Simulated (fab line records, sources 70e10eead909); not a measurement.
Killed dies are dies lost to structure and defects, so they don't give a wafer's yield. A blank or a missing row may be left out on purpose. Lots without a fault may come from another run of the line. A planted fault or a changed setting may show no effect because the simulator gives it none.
Which tool did it? | flow nand_harc | 21 lots, 63 wafers sampled, at 5 steps of a route of 1159

WHAT THE GAUGES READ, wafer by wafer
NHARC_A_CHANNEL_HOLE_D1_CD_MEAS_30. Usual: cd_nm 90.0 nm, standard deviation 1.9.
lot  | measured     | on        | cd_nm (nm)     | flag
L074 | day 8 14:17  | cd_sem-01 | 90.5 91.9 91.9 |
L075 | day 9 03:25  | cd_sem-01 | 88.0 91.6 90.6 |
L076 | day 9 07:36  | cd_sem-01 | 89.1 89.4 85.8 |
L078 | day 9 17:04  | cd_sem-03 | 90.2 87.8 90.9 |
L079 | day 9 12:58  | cd_sem-03 | 88.2 89.8 89.7 |
L080 | day 9 13:31  | cd_sem-02 | 93.6 92.2 89.7 |
L081 | day 10 11:53 | cd_sem-03 | 90.4 89.4 91.7 |
L082 | day 10 10:26 | cd_sem-02 | 93.0 92.1 92.2 |
L083 | day 11 05:04 | cd_sem-02 | 92.0 90.5 93.3 |
L084 | day 11 05:37 | cd_sem-03 | 87.6 84.2 88.4 |
L085 | day 11 09:13 | cd_sem-02 | 89.3 91.4 89.1 |
L086 | day 12 07:46 | cd_sem-01 | 91.1 91.8 92.2 |
L088 | day 12 14:10 | cd_sem-01 | 89.3 90.1 89.0 |
L089 | day 12 15:26 | cd_sem-01 | 88.7 91.3 87.9 |
L090 | day 12 23:37 | cd_sem-03 | 87.6 90.1 91.8 |
L091 | day 13 04:09 | cd_sem-03 | 92.3 90.3 89.0 |
L092 | day 13 06:20 | cd_sem-03 | 89.6 88.5 89.5 |
L093 | day 13 09:41 | cd_sem-03 | 88.2 88.4 90.2 |
L094 | day 13 15:34 | cd_sem-01 | 92.3 91.3 90.7 |
L096 | day 13 19:22 | cd_sem-02 | 89.4 87.8 87.6 |
L097 | day 14 02:17 | cd_sem-02 | 92.4 88.6 88.8 |

WHICH TOOL RAN EACH LOT (tool, then ch and the chambers of the sampled wafers, then the start)
lot  | NHARC_P_BONDPAD_ETCH_12                       | NHARC_P_BONDPAD_ACTIVATE_29        | NHARC_A_ZERO_WELL_ETCH_19          | NHARC_A_CHANNEL_HOLE_D1_ETCH_33
L074 | rie_diel-01 ch 0,1,2, day 6 12:05 or earlier  | rie_diel-09 ch 0,1,3, day 6 12:05  | rie_diel-06 ch 1,2,3, day 6 13:34  | har_etch-01 ch 0,1, day 8 12:45
L075 | rie_diel-09 ch 1,2,3, day 7 03:55 or earlier  | rie_diel-09 ch 0,2,3, day 7 03:55  | rie_diel-03 ch 0,2,3, day 7 05:25  | har_etch-01 ch 0,1, day 9 01:52
L076 | rie_diel-09 ch 0,1,2, day 7 07:08 or earlier  | rie_diel-09 ch 1,3, day 7 07:08    | rie_diel-06 ch 0,2, day 7 08:38    | har_etch-01 ch 0,1, day 9 06:04
L078 | rie_diel-09 ch 1,2, day 7 12:39 or earlier    | rie_diel-09 ch 0,3, day 7 12:39    | rie_diel-06 ch 0,1, day 7 14:08    | har_etch-02 ch 0,1, day 9 15:33
L079 | rie_diel-09 ch 0,1,3, day 7 13:40 or earlier  | rie_diel-09 ch 1,2,3, day 7 13:40  | rie_diel-03 ch 0,1,2, day 7 15:10  | har_etch-02 ch 0,1, day 9 11:23
L080 | rie_diel-09 ch 1,2,3, day 7 14:26 or earlier  | rie_diel-09 ch 0,1, day 7 14:26    | rie_diel-03 ch 0,2,3, day 7 15:56  | har_etch-01 ch 0,1, day 9 11:58
L081 | rie_diel-01 ch 0,1, day 8 12:00 or earlier    | rie_diel-09 ch 0,2,3, day 8 12:00  | rie_diel-06 ch 0,1,3, day 8 13:28  | har_etch-01 ch 0,1, day 10 10:17
L082 | rie_diel-09 ch 0,2,3, day 8 15:02 or earlier  | rie_diel-09 ch 1,2,3, day 8 15:02  | rie_diel-06 ch 0,2,3, day 8 16:31  | har_etch-02 ch 0,1, day 10 08:53
L083 | rie_diel-09 ch 0,2,3, day 8 16:17 or earlier  | rie_diel-09 ch 0,1, day 8 16:17    | rie_diel-10 ch 2,3, day 8 17:46    | har_etch-02 ch 0,1, day 11 03:35
L084 | rie_diel-09 ch 1,2, day 8 22:46 or earlier    | rie_diel-09 ch 1,2,3, day 8 22:46  | rie_diel-06 ch 0,3, day 9 00:08    | har_etch-01 ch 0,1, day 11 03:42
L085 | rie_diel-09 ch 1,2,3, day 8 23:08 or earlier  | rie_diel-09 ch 1,2,3, day 8 23:08  | rie_diel-10 ch 1,2,3, day 9 00:38  | har_etch-02 ch 0,1, day 11 07:43
L086 | rie_diel-11 ch 0,3, day 10 08:17 or earlier   | rie_diel-09 ch 0,1,3, day 10 08:17 | rie_diel-10 ch 2,3, day 10 09:46   | har_etch-01 ch 0,1, day 12 06:17
L088 | rie_diel-09 ch 0,1,3, day 10 13:49 or earlier | rie_diel-09 ch 1,2,3, day 10 13:49 | rie_diel-06 ch 0,2, day 10 15:24   | har_etch-01 ch 0,1, day 12 12:38
L089 | rie_diel-11 ch 2,3, day 10 14:53 or earlier   | rie_diel-01 ch 1,2,3, day 10 14:53 | rie_diel-10 ch 0,1, day 10 16:14   | har_etch-02 ch 0,1, day 12 13:47
L090 | rie_diel-01 ch 0,1,2, day 10 19:30 or earlier | rie_diel-01 ch 1,2,3, day 10 19:30 | rie_diel-03 ch 0,1,2, day 10 20:59 | har_etch-01 ch 0,1, day 12 22:06
L091 | rie_diel-09 ch 0,1,2, day 10 22:08 or earlier | rie_diel-09 ch 1,2,3, day 10 22:08 | rie_diel-10 ch 0,1,3, day 10 23:39 | har_etch-01 ch 0,1, day 13 02:15
L092 | rie_diel-11 ch 0,3, day 10 22:49 or earlier   | rie_diel-09 ch 1,2,3, day 10 22:49 | rie_diel-10 ch 0,2, day 11 00:17   | har_etch-02 ch 0,1, day 13 04:47
L093 | rie_diel-09 ch 0,1,2, day 11 04:52 or earlier | rie_diel-11 ch 0,1,2, day 11 04:52 | rie_diel-03 ch 0,1,3, day 11 06:13 | har_etch-01 ch 0,1, day 13 08:08
L094 | rie_diel-09 ch 0,2, day 11 13:46 or earlier   | rie_diel-09 ch 1,2,3, day 11 13:46 | rie_diel-06 ch 1,2,3, day 11 15:16 | har_etch-01 ch 0,1, day 13 13:59
L096 | rie_diel-01 ch 0,2,3, day 11 21:13 or earlier | rie_diel-11 ch 0,1,3, day 11 21:13 | rie_diel-06 ch 0,1,2, day 11 22:44 | har_etch-02 ch 0,1, day 13 17:52
L097 | rie_diel-01 ch 0,2,3, day 12 00:59 or earlier | rie_diel-09 ch 1,2,3, day 12 00:59 | rie_diel-10 ch 0,1,3, day 12 02:29 | har_etch-02 ch 0,1, day 14 00:46
- NHARC_P_BONDPAD_ETCH_12: etches the open film in CHF3/O2, target depth 200 nm, time 100 s.
- NHARC_P_BONDPAD_ACTIVATE_29: chemistry N2, time 60 s.
- NHARC_A_ZERO_WELL_ETCH_19: etches the open film in N2/H2, target depth 80 nm, overetch 24 nm, time 87.88 s.
- NHARC_A_CHANNEL_HOLE_D1_ETCH_33: etches the open film in C4F8/O2/Ar, time 90 s, target depth 400 nm.

WHAT THE TOOLS THEMSELVES READ (means of the sampled wafers that have a number; where no wafer has one, the mark that the record gives instead)
NHARC_P_BONDPAD_ETCH_12. Usual: drypump_motor_current_A 5.5 A, standard deviation 0.59; oes_product_au 0.947 a.u., standard deviation 0.022; rf_fwd_power_W 496.8 W, standard deviation 1.5; rf_vpp_V 369.0 V, standard deviation 1.6; showerhead_plenum_p_Torr 2.33 Torr, standard deviation 0.058; throttle_valve_pct 20.572 %, standard deviation 0.0091.
lot  | tool        | drypump_motor_current_A (A) | oes_product_au (a.u.) | rf_fwd_power_W (W) | rf_vpp_V (V) | showerhead_plenum_p_Torr (Torr) | throttle_valve_pct (%) | flag
L074 | rie_diel-01 | 5.9                         | 0.947                 | 498.1              | 370.4        | 2.36                            | 20.570                 |
L075 | rie_diel-09 | 5.5                         | 0.924                 | 497.2              | 367.9        | 2.31                            | 20.571                 |
L076 | rie_diel-09 | 5.3                         | 0.969                 | 495.9              | 368.2        | 2.32                            | 20.572                 |
L078 | rie_diel-09 | 5.1                         | 0.927                 | 497.0              | 368.6        | 2.33                            | 20.570                 |
L079 | rie_diel-09 | 5.8                         | 0.971                 | 497.0              | 369.4        | 2.32                            | 20.575                 |
L080 | rie_diel-09 | 5.6                         | 0.968                 | 496.9              | 368.1        | 2.31                            | 20.570                 |
L081 | rie_diel-01 | 6.1                         | 0.981                 | 497.5              | 369.3        | 2.33                            | 20.567                 |
L082 | rie_diel-09 | 5.8                         | 0.926                 | 496.7              | 368.8        | 2.30                            | 20.573                 |
L083 | rie_diel-09 | 5.8                         | 0.976                 | 494.3              | 368.3        | 2.30                            | 20.560                 |
L084 | rie_diel-09 | 5.1                         | 0.929                 | 495.6              | 368.6        | 2.31                            | 20.576                 |
L085 | rie_diel-09 | 5.5                         | 0.925                 | 496.8              | 369.0        | 2.31                            | 20.572                 |
L086 | rie_diel-11 | 5.8                         | 0.951                 | 497.7              | 370.7        | 2.41                            | 20.577                 |
L088 | rie_diel-09 | 5.7                         | 0.922                 | 497.2              | 368.3        | 2.32                            | 20.567                 |
L089 | rie_diel-11 | 5.4                         | 0.966                 | 499.9              | 368.2        | 2.31                            | 20.574                 |
L090 | rie_diel-01 | 5.8                         | 0.965                 | 498.0              | 368.9        | 2.35                            | 20.576                 |
L091 | rie_diel-09 | 5.3                         | 0.917                 | 496.2              | 369.1        | 2.32                            | 20.579                 |
L092 | rie_diel-11 | 5.8                         | 0.915                 | 496.0              | 371.3        | 2.41                            | 20.567                 |
L093 | rie_diel-09 | 5.3                         | 0.927                 | 495.3              | 369.1        | 2.32                            | 20.565                 |
L094 | rie_diel-09 | 5.3                         | 0.958                 | 496.5              | 368.4        | 2.30                            | 20.564                 |
L096 | rie_diel-01 | 5.7                         | 0.964                 | 496.3              | 368.0        | 2.30                            | 20.577                 |
L097 | rie_diel-01 | 5.7                         | 0.939                 | 496.9              | 368.4        | 2.30                            | 20.571                 |

NHARC_P_BONDPAD_ACTIVATE_29. Usual: drypump_motor_current_A 5.5 A, standard deviation 0.58; oes_product_au 1.001 a.u., standard deviation 0.0096; rf_vpp_V 63.8 V, standard deviation 0.84; showerhead_plenum_p_Torr 1.70 Torr, standard deviation 0.035.
lot  | tool        | drypump_motor_current_A (A) | oes_product_au (a.u.) | rf_vpp_V (V) | showerhead_plenum_p_Torr (Torr) | flag
L074 | rie_diel-09 | 5.7                         | 0.999                 | 64.2         | 1.70                            |
L075 | rie_diel-09 | 5.7                         | 0.996                 | 63.7         | 1.69                            |
L076 | rie_diel-09 | 6.0                         | 0.997                 | 63.9         | 1.69                            |
L078 | rie_diel-09 | 6.2                         | 0.989                 | 63.0         | 1.68                            |
L079 | rie_diel-09 | 5.6                         | 0.999                 | 63.6         | 1.69                            |
L080 | rie_diel-09 | 5.2                         | 1.000                 | 64.1         | 1.72                            |
L081 | rie_diel-09 | 5.8                         | 1.005                 | 63.8         | 1.69                            |
L082 | rie_diel-09 | 5.5                         | 1.001                 | 63.4         | 1.69                            |
L083 | rie_diel-09 | 5.5                         | 1.000                 | 63.0         | 1.72                            |
L084 | rie_diel-09 | 5.5                         | 0.999                 | 63.5         | 1.69                            |
L085 | rie_diel-09 | 5.6                         | 1.001                 | 63.8         | 1.69                            |
L086 | rie_diel-09 | 5.8                         | 1.008                 | 64.0         | 1.70                            |
L088 | rie_diel-09 | 5.5                         | 0.996                 | 63.6         | 1.69                            |
L089 | rie_diel-01 | 5.3                         | 1.014                 | 63.4         | 1.74                            |
L090 | rie_diel-01 | 5.3                         | 1.006                 | 65.6         | 1.74                            |
L091 | rie_diel-09 | 5.5                         | 1.001                 | 63.8         | 1.69                            |
L092 | rie_diel-09 | 5.5                         | 1.003                 | 63.5         | 1.69                            |
L093 | rie_diel-11 | 5.4                         | 0.994                 | 64.3         | 1.73                            |
L094 | rie_diel-09 | 5.6                         | 0.999                 | 63.1         | 1.69                            |
L096 | rie_diel-11 | 5.5                         | 1.008                 | 64.5         | 1.72                            |
L097 | rie_diel-09 | 5.5                         | 1.000                 | 62.6         | 1.69                            |

NHARC_A_ZERO_WELL_ETCH_19. Usual: drypump_motor_current_A 5.7 A, standard deviation 0.43; oes_product_au 1.002 a.u., standard deviation 0.012; rf_fwd_power_W 397.2 W, standard deviation 1.4; rf_vpp_V 430 V, standard deviation 3.4; showerhead_plenum_p_Torr 2.03 Torr, standard deviation 0.12; throttle_valve_pct 14.172 %, standard deviation 0.0089.
lot  | tool        | drypump_motor_current_A (A) | oes_product_au (a.u.) | rf_fwd_power_W (W) | rf_vpp_V (V) | showerhead_plenum_p_Torr (Torr) | throttle_valve_pct (%) | flag
L074 | rie_diel-06 | 6.1                         | 1.007                 | 397.3              | 432          | 2.09                            | 14.169                 |
L075 | rie_diel-03 | 5.9                         | 1.000                 | 397.7              | 430          | 2.01                            | 14.170                 |
L076 | rie_diel-06 | 5.8                         | 0.989                 | 395.9              | 434          | 2.17                            | 14.174                 |
L078 | rie_diel-06 | 5.7                         | 1.004                 | 397.0              | 428          | 1.98                            | 14.176                 |
L079 | rie_diel-03 | 5.8                         | 0.997                 | 396.7              | 429          | 2.01                            | 14.179                 |
L080 | rie_diel-03 | 5.8                         | 1.002                 | 397.8              | 430          | 2.01                            | 14.169                 |
L081 | rie_diel-06 | 5.9                         | 1.006                 | 398.4              | 431          | 2.07                            | 14.164                 |
L082 | rie_diel-06 | 5.9                         | 0.997                 | 396.4              | 434          | 2.17                            | 14.174                 |
L083 | rie_diel-10 | 5.6                         | 0.991                 | 397.5              | 429          | 1.98                            | 14.176                 |
L084 | rie_diel-06 | 6.1                         | 1.001                 | 396.3              | 434          | 2.17                            | 14.169                 |
L085 | rie_diel-10 | 5.4                         | 1.003                 | 396.8              | 430          | 2.00                            | 14.167                 |
L086 | rie_diel-10 | 5.3                         | 1.003                 | 397.3              | 427          | 1.93                            | 14.174                 |
L088 | rie_diel-06 | 5.5                         | 0.983                 | 397.0              | 433          | 2.15                            | 14.171                 |
L089 | rie_diel-10 | 5.3                         | 0.985                 | 398.1              | 428          | 1.96                            | 14.168                 |
L090 | rie_diel-03 | 5.8                         | 1.008                 | 396.3              | 429          | 2.00                            | 14.169                 |
L091 | rie_diel-10 | 5.6                         | 0.999                 | 399.1              | 429          | 2.00                            | 14.170                 |
L092 | rie_diel-10 | 5.0                         | 1.003                 | 398.4              | 427          | 1.89                            | 14.168                 |
L093 | rie_diel-03 | 5.9                         | 1.017                 | 397.8              | 428          | 1.95                            | 14.173                 |
L094 | rie_diel-06 | 6.1                         | 1.024                 | 397.3              | 431          | 2.09                            | 14.177                 |
L096 | rie_diel-06 | 5.7                         | 1.008                 | 396.2              | 432          | 2.07                            | 14.171                 |
L097 | rie_diel-10 | 5.6                         | 1.002                 | 398.1              | 430          | 2.00                            | 14.164                 |

NHARC_A_CHANNEL_HOLE_D1_ETCH_33. Usual: drypump_motor_current_A 5.53 A, standard deviation 0.29; esc_clamp_current_uA 0.0212, standard deviation 0.00058; rf_fwd_power_W 1990 W, standard deviation 6.6; showerhead_plenum_p_Torr 3.81 Torr, standard deviation 0.12; throttle_valve_pct 27.619 %, standard deviation 0.011.
lot  | tool        | drypump_motor_current_A (A) | esc_clamp_current_uA | rf_fwd_power_W (W) | showerhead_plenum_p_Torr (Torr) | throttle_valve_pct (%) | flag
L074 | har_etch-01 | 5.27                        | 0.0209               | 1988               | 3.71                            | 27.622                 |
L075 | har_etch-01 | 5.42                        | 0.0206               | 1982               | 3.78                            | 27.626                 |
L076 | har_etch-01 | 5.26                        | 0.0210               | 1982               | 3.71                            | 27.615                 |
L078 | har_etch-02 | 5.69                        | 0.0217               | 1987               | 3.91                            | 27.617                 |
L079 | har_etch-02 | 5.81                        | 0.0217               | 1992               | 3.92                            | 27.625                 |
L080 | har_etch-01 | 5.42                        | 0.0207               | 1989               | 3.78                            | 27.620                 |
L081 | har_etch-01 | 5.26                        | 0.0210               | 1985               | 3.70                            | 27.631                 |
L082 | har_etch-02 | 5.65                        | 0.0218               | 1991               | 3.91                            | 27.617                 |
L083 | har_etch-02 | 5.70                        | 0.0218               | 1995               | 3.91                            | 27.617                 |
L084 | har_etch-01 | 5.26                        | 0.0210               | 1994               | 3.70                            | 27.622                 |
L085 | har_etch-02 | 5.80                        | 0.0217               | 1995               | 3.90                            | 27.608                 |
L086 | har_etch-01 | 5.26                        | 0.0210               | 1996               | 3.69                            | 27.606                 |
L088 | har_etch-01 | 5.27                        | 0.0210               | 1992               | 3.69                            | 27.622                 |
L089 | har_etch-02 | 5.75                        | 0.0218               | 1992               | 3.90                            | 27.622                 |
L090 | har_etch-01 | 5.44                        | 0.0207               | 1996               | 3.76                            | 27.621                 |
L091 | har_etch-01 | 5.27                        | 0.0210               | 1993               | 3.69                            | 27.615                 |
L092 | har_etch-02 | 5.70                        | 0.0218               | 1990               | 3.90                            | 27.621                 |
L093 | har_etch-01 | 5.27                        | 0.0210               | 1987               | 3.68                            | 27.611                 |
L094 | har_etch-01 | 5.26                        | 0.0210               | 1989               | 3.68                            | 27.628                 |
L096 | har_etch-02 | 5.70                        | 0.0218               | 1994               | 3.89                            | 27.625                 |
L097 | har_etch-02 | 5.80                        | 0.0217               | 1989               | 3.89                            | 27.620                 |

THE ANSWER, worked out from the rows above alone
Rule: a lot is off if the mean of its wafers that have a number lies more than 3 standard deviations from the usual mean. A lot without any number at a reading at which 4 lots or more have one is off too. The other lots that the step has rows for count as sound. The gauges are gone through in route order, then the tools' own readings, and for those a lot's mean is taken as printed above. The first step at which some lot is off is used, and at that step the reading that is off furthest; a lot without a number counts as furthest.
No lot is off at any reading shown: from this, nothing can be told.

WHAT THE SIMULATOR HAD PUT IN
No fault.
